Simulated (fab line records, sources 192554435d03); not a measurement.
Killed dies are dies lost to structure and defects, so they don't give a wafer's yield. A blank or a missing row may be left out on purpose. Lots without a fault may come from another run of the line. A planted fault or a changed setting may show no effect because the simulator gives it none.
One fault seen from 3 desks | flow n5_finfet | each desk has only its own numbers; what lay behind them comes last

THE DEFECT DESK
What the inspections along the route counted, lot by lot: means of the sampled wafers that have a number. A lot is out of limits, marked OUT, if its mean lies more than 4 standard deviations from the usual mean; the brackets give that distance.
Columns: A = raw_defect_count at N5_BEOL_M1_INSPECT_13, usual 394
lot  | first seen here | A
L511 | day 6 06:19     | 324
L515 | day 7 05:53     | 368
L517 | day 7 15:44     | 295
L520 | day 8 07:18     | 306
L526 | day 10 06:44    | 532
L530 | day 11 11:07    | 419
L532 | day 11 14:31    | 456
L533 | day 11 19:05    | 512
This desk's finding: nothing out of limits on any of the 8 lots.

THE TOOL OWNER'S DESK: rie_diel-03
The tool's own readings at N5_BEOL_M1_ETCH_77 (etches underlayer in N2/H2, target depth 6.5 nm, time 5.2 s): means of the sampled wafers that have a number, for each lot that ran on this tool. A lot is out of limits, marked OUT, if its mean lies more than 4 standard deviations from the usual mean; the brackets give that distance. Of its 8 readings 7 are shown: the one that was out of limits first, and those that lie furthest out on some lot.
Columns: A = drypump_motor_current_A at N5_BEOL_M1_ETCH_77, usual 5.7 A; B = etch_rf_on_time_s at N5_BEOL_M1_ETCH_77, usual 5.18 s; C = n2_flow_sccm at N5_BEOL_M1_ETCH_77, usual 200.1 sccm; D = oes_product_au at N5_BEOL_M1_ETCH_77, usual 0.69 a.u.; E = rf_fwd_power_W at N5_BEOL_M1_ETCH_77, usual 819.4 W; F = rf_vpp_V at N5_BEOL_M1_ETCH_77, usual 523.8 V; G = showerhead_plenum_p_Torr at N5_BEOL_M1_ETCH_77, usual 2.54 Torr
lot  | first seen here | A   | B    | C     | D    | E               | F                | G
L515 | day 7 06:59     | 5.0 | 5.28 | 200.0 | 0.68 | 819.2           | 520.6            | 2.46
L517 | day 7 17:38     | 5.6 | 5.24 | 199.9 | 0.60 | 817.1           | 522.2            | 2.47
L520 | day 8 08:28     | 5.4 | 5.27 | 199.6 | 0.70 | 818.7           | 525.0            | 2.61
L526 | day 10 07:50    | 5.3 | 4.93 | 200.1 | 0.66 | 886.0 (+27) OUT | 511.0 (-4.4) OUT | 2.50
This desk's finding: out of limits on L526; first on L526, day 10 07:50 (rf_fwd_power_W at N5_BEOL_M1_ETCH_77). In limits: L515, L517, L520.

THE METROLOGY DESK
What the gauges read, lot by lot, whatever tool the lot ran on: means of the sampled wafers that have a number. A lot is out of limits, marked OUT, if its mean lies more than 4 standard deviations from the usual mean; the brackets give that distance. Of its 10 readings 7 are shown: those that lie furthest out on some lot.
Columns: A = DIBL_N at N5_BEOL_M4_RC_MEAS_101, usual 36.6 mV/V; B = DIBL_P at N5_BEOL_M4_RC_MEAS_101, usual 36.4 mV/V; C = IOFF_N at N5_BEOL_M4_RC_MEAS_101, usual 0.167 nA/um; D = ION_N at N5_BEOL_M4_RC_MEAS_101, usual 678 uA/um; E = ION_P at N5_BEOL_M4_RC_MEAS_101, usual 464 uA/um; F = SS_N at N5_BEOL_M4_RC_MEAS_101, usual 71.5 mV/dec; G = VT_N at N5_BEOL_M4_RC_MEAS_101, usual 248.5 mV
lot  | first seen here | A    | B    | C     | D   | E   | F    | G
L511 | day 8 17:11     | 37.3 | 37.2 | 0.186 | 690 | 466 | 71.4 | 245.6
L515 | day 9 10:55     | 37.9 | 36.9 | 0.181 | 694 | 473 | 71.6 | 245.3
L517 | day 10 10:31    | 38.4 | 37.4 | 0.181 | 683 | 465 | 72.3 | 247.7
L526 | day 13 08:50    | 37.8 | 36.9 | 0.196 | 675 | 464 | 72.5 | 246.9
L520 | day 13 12:19    | 36.3 | 37.3 | 0.192 | 671 | 465 | 71.5 | 247.8
L530 | day 14 18:17    | 37.1 | 37.5 | 0.170 | 668 | 461 | 71.4 | 246.9
L532 | day 15 15:37    | 37.2 | 38.6 | 0.172 | 676 | 465 | 72.1 | 250.7
L533 | day 15 22:28    | 37.6 | 37.3 | 0.204 | 694 | 471 | 71.6 | 244.3
This desk's finding: nothing out of limits on any of the 8 lots.

PUT TOGETHER
The tool owner's desk could have raised an alarm at day 10 07:50, on L526.
The defect desk saw nothing out of limits.
The metrology desk saw nothing out of limits.
The defect desk has L526 on record, within its limits.
The metrology desk has L526 on record, within its limits.
Of the lots named, all ran N5_BEOL_M1_ETCH_77 on rie_diel-03.

WHAT THE SIMULATOR HAD PUT IN
Process parameter drift: rie_diel-03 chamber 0, from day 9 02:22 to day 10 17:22, at N5_BEOL_M1_ETCH_77. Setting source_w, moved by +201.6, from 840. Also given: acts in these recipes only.
Lots struck among those shown: L526.
Hours from the fault's start to each desk's first reading out of limits: the tool owner's desk, 29.
